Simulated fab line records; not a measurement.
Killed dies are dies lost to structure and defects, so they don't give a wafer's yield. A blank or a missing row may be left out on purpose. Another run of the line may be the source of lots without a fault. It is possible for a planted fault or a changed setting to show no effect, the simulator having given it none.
Tool commonality check    flow n5 finfet    Sampled: 9 lots, 27 wafers

REASON FOR OPENING
At N5_BEOL_M0_SAQP_INSPECT_16 the reading raw defect count is flagged on 2 of 9 lots. Fault-free wafers read 526, with a standard deviation of 130.
Rule: flag the lot when none of its wafers has a number, or when each of its wafers that has one lies beyond 4 standard deviations from that mean. The rest of the lots are taken to be sound.

lot   measured      on                 raw defect count, wafer by wafer  flag
L990  day 6 20:18   defect inspect-01  555 461 485                       
L993  day 7 11:20   defect inspect-01  798 553 438                       
L996  day 8 05:36   defect inspect-02  571 436 532                       
L997  day 8 16:43   defect inspect-01  1252 1213 1264                    FLAGGED
L998  day 8 21:02   defect inspect-01  1606 1611 1342                    FLAGGED
L100  day 9 05:36   defect inspect-01  342 602 737                       
L103  day 10 01:50  defect inspect-01  577 642 530                       
L107  day 10 20:47  defect inspect-02  602 506 677                       
L108  day 11 03:20  defect inspect-01  353 369 519                       
On average the flagged lots' numbers are 1381, which is +855 against the usual, or +7 standard deviations.

WHICH TOOL EACH LOT WENT THROUGH
The record holds 2 process steps before the reading, out of a route of 1938 steps. Read each cell as the tool, then ch plus the chambers that the sampled wafers visited, then the start.
lot   flag     N5_BEOL_M0_SAQP_PECVD_03         N5_BEOL_M0_SAQP_HM_DEP_111
L990           pecvd-01 ch 0,1,2, day 6 19:33   pecvd-04 ch 0,1, day 6 19:48
L993           pecvd-04 ch 0,1, day 7 10:43     pecvd-03 ch 0,2, day 7 10:58
L996           pecvd-03 ch 1,2, day 8 04:59     pecvd-03 ch 1,2, day 8 05:14
L997  FLAGGED  pecvd-04 ch 0,1,2, day 8 15:58   pecvd-03 ch 1,2, day 8 16:13
L998  FLAGGED  pecvd-01 ch 0,1,2, day 8 20:25   pecvd-03 ch 0,1,2, day 8 20:41
L100           pecvd-01 ch 0, day 9 04:53       pecvd-04 ch 0,1,2, day 9 05:14
L103           pecvd-03 ch 0, day 10 00:44      pecvd-01 ch 0,2, day 10 01:20
L107           pecvd-04 ch 0,1,2, day 10 20:04  pecvd-01 ch 0, day 10 20:20
L108           pecvd-01 ch 1,2, day 11 02:41    pecvd-04 ch 1,2, day 11 02:56
These steps, and what they do:
- N5_BEOL_M0_SAQP_PECVD_03: deposits SiCN from 3MS/NH3, target thk 12 nm, time 21.1 s.
- N5_BEOL_M0_SAQP_HM_DEP_111: deposits SiO2 from SiH4/N2O, target thk 12 nm, time 7.2 s.
- N5_BEOL_M0_SAQP_INSPECT_16: inspects for defects (brightfield).

FLAGGED AGAINST TOTAL, ONE TOOL AT A TIME (gauges that did the reading follow at the end)
step                        tool               lots run  flagged  share of the flagged lots  sound lots run after its first flagged lot
N5_BEOL_M0_SAQP_PECVD_03    pecvd-01           4         1        some                       2 (L100,L108)
N5_BEOL_M0_SAQP_PECVD_03    pecvd-03           2         0        none                       -
N5_BEOL_M0_SAQP_PECVD_03    pecvd-04           3         1        some                       1 (L107)
N5_BEOL_M0_SAQP_HM_DEP_111  pecvd-01           2         0        none                       -
N5_BEOL_M0_SAQP_HM_DEP_111  pecvd-03           4         2        all                        0
N5_BEOL_M0_SAQP_HM_DEP_111  pecvd-04           3         0        none                       -
N5_BEOL_M0_SAQP_INSPECT_16  defect inspect-01  7         2        all                        3 (L100,L103,L108)
N5_BEOL_M0_SAQP_INSPECT_16  defect inspect-02  2         0        none                       -

WHAT THE TABLE ALLOWS
In 2 table rows, all flagged lots were run: pecvd-03 (N5_BEOL_M0_SAQP_HM_DEP_111), defect inspect-01 (N5_BEOL_M0_SAQP_INSPECT_16).
- pecvd-03 at N5_BEOL_M0_SAQP_HM_DEP_111: 2 of its 4 lots flagged. A fault beginning between L996 (day 8 05:14), its last sound lot, and L997 (day 8 16:13), its first flagged one, fits the data.
- defect inspect-01 at N5_BEOL_M0_SAQP_INSPECT_16: 2 of its 7 lots flagged. Sound lots ran on it after the first flagged one (L100, L103, L108), which a lasting fault on the whole tool wouldn't allow.
What remains is a single tool, pecvd-03 at N5_BEOL_M0_SAQP_HM_DEP_111.

WHAT WAS PUT IN BY THE SIMULATOR
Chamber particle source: pecvd-03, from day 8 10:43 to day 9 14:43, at N5_BEOL_M0_SAQP_HM_DEP_111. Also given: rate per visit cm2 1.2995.
Shown lots that were struck: L997, L998. The same result came from the rule above.
